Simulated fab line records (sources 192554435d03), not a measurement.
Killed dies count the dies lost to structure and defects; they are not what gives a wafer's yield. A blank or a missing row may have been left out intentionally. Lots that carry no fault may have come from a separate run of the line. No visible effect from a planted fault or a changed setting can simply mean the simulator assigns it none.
Chamber matching || flow n5Finfet || N5_BEOL_M1_ILD_DEP_00 on pecvd-03 has 3 sister chambers
The step deposits SiOC from DEMS/O2, target thk 79 nm, time 15.3 s. 6 wafers are shown with their chamber, then 9 later ones without.

== WAFERS PAIRED WITH THEIR CHAMBERS ==
{"wafer": "L083.6", "chamber": 1, "throttleValvePct (%)": 12.5, "showerheadPlenumPTorr (Torr)": 5.716}
{"wafer": "L089.2", "chamber": 0, "throttleValvePct (%)": 12.2, "showerheadPlenumPTorr (Torr)": 5.687}
{"wafer": "L089.6", "chamber": 2, "throttleValvePct (%)": 11.2, "showerheadPlenumPTorr (Torr)": 5.684}
{"wafer": "L092.1", "chamber": 0, "throttleValvePct (%)": 12.3, "showerheadPlenumPTorr (Torr)": 5.668}
{"wafer": "L092.4", "chamber": 2, "throttleValvePct (%)": 11.2, "showerheadPlenumPTorr (Torr)": 5.699}
{"wafer": "L092.6", "chamber": 1, "throttleValvePct (%)": 12.3, "showerheadPlenumPTorr (Torr)": 5.720}

== WAFERS WHOSE CHAMBER IS MISSING ==
{"wafer": "L093.1", "throttleValvePct (%)": 12.7, "showerheadPlenumPTorr (Torr)": 5.678}
{"wafer": "L093.3", "throttleValvePct (%)": 12.3, "showerheadPlenumPTorr (Torr)": 5.705}
{"wafer": "L093.5", "throttleValvePct (%)": 11.3, "showerheadPlenumPTorr (Torr)": 5.704}
{"wafer": "L094.1", "throttleValvePct (%)": 11.2, "showerheadPlenumPTorr (Torr)": 5.689}
{"wafer": "L094.2", "throttleValvePct (%)": 12.2, "showerheadPlenumPTorr (Torr)": 5.711}
{"wafer": "L094.5", "throttleValvePct (%)": 10.7, "showerheadPlenumPTorr (Torr)": 5.685}
{"wafer": "L097.2", "throttleValvePct (%)": 12.5, "showerheadPlenumPTorr (Torr)": 5.706}
{"wafer": "L097.3", "throttleValvePct (%)": 11.2, "showerheadPlenumPTorr (Torr)": 5.701}
{"wafer": "L097.6", "throttleValvePct (%)": 11.1, "showerheadPlenumPTorr (Torr)": 5.688}

== EACH ONE'S CHAMBER ==
{"wafer": "L093.1", "from the rows above": "can't be placed: 0 or 1", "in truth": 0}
{"wafer": "L093.3", "from the rows above": "can't be placed: 1 or 0", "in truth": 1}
{"wafer": "L093.5", "from the rows above": 2, "in truth": 2}
{"wafer": "L094.1", "from the rows above": 2, "in truth": 2}
{"wafer": "L094.2", "from the rows above": "can't be placed: 1 or 0", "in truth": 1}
{"wafer": "L094.5", "from the rows above": 2, "in truth": 2}
{"wafer": "L097.2", "from the rows above": 1, "in truth": 1}
{"wafer": "L097.3", "from the rows above": 2, "in truth": 2}
{"wafer": "L097.6", "from the rows above": 2, "in truth": 2}
Correctly placed: 6 of 9. Unplaceable from these rows: 3, with the true chamber sitting among the candidates in 3. 0 placed wrongly.
How it was worked out, from the rows above alone: a wafer's distance from a chamber is the root of the sum, over the readings, of the square of ((its reading less the chamber's mean) divided by the reading's scatter). The wafer belongs to the nearest chamber; if the next one is less than 2 further off, it can't be placed. A chamber's mean is the mean of its shown wafers. The scatter: the root of (the sum of the squares of (reading less its chamber's mean) over the shown wafers, divided by (wafers less chambers)).
